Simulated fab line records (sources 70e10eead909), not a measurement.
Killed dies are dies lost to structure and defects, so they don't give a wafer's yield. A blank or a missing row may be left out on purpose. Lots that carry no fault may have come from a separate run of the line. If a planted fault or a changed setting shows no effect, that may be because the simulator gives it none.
Chamber matching | flow nandHarc | aldHk-03 running NHARC_A_STAIRCASE_ALD_415: 4 sister chambers
The step deposits SiO2, target thk 30 nm, pulse time 6 s, ald cycles 300. 14 wafers are shown with their chamber, then 7 later ones without.

== EACH WAFER AND ITS CHAMBER ==
wafer  | chamber | heaterPowerW (W) | precursorPulseHeightRel
L075.3 | 1       | 442              | 0.977
L075.5 | 0       | 431              | 1.005
L075.6 | 3       | 407              | 0.985
L080.1 | 3       | 406              | 0.968
L080.2 | 0       | 443              | 1.041
L080.3 | 2       | 467              | 0.977
L082.1 | 1       | 443              | 0.972
L082.3 | 2       | 472              | 0.995
L082.6 | 1       | 457              | 1.014
L083.2 | 3       | 404              | 1.020
L083.4 | 2       | 486              | 1.017
L083.6 | 1       | 435              | 1.035
L088.1 | 1       | 402              | 0.994
L088.3 | 0       | 459              | 1.029

SIGNATURES (means of the wafers above)
reading                 | chamber 0 | chamber 1 | chamber 2 | chamber 3 | scatter within a chamber
heaterPowerW            | 444.33    | 435.80    | 475.00    | 405.67    | 15.1
precursorPulseHeightRel | 1.02500   | 0.99840   | 0.99633   | 0.99100   | 0.0237
Rule: a wafer's distance from a chamber is the root of the sum, over the readings, of the square of ((its reading less the chamber's mean) divided by the reading's scatter). If the next closest chamber is less than 2 further off than the closest, the wafer can't be placed; otherwise it belongs to the closest. The scatter: the root of (the sum of the squares of (reading less its chamber's mean) over the shown wafers, divided by (wafers less chambers)).

== WAFERS WITHOUT THEIR CHAMBER ==
wafer  | heaterPowerW (W) | precursorPulseHeightRel
L088.5 | 484              | 0.982
L090.1 | 431              | 1.009
L090.2 | 463              | 0.987
L090.6 | 433              | 1.020
L095.2 | 455              | 1.009
L095.4 | 434              | 0.962
L095.6 | 432              | 1.026

== EACH ONE'S CHAMBER ==
wafer  | from the rows above               | in truth
L088.5 | 2                                 | 2
L090.1 | can't be placed: 1 or 0 or 3      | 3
L090.2 | can't be placed: 2 or 1 or 0      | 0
L090.6 | can't be placed: 0 or 1 or 3      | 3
L095.2 | can't be placed: 0 or 1 or 2      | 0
L095.4 | can't be placed: 1 or 3 or 0 or 2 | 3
L095.6 | can't be placed: 0 or 1 or 3      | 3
Correctly placed: 1 of 7. These rows do not allow placing 6 (true chamber among the candidates in 6). Number placed wrongly: 0.
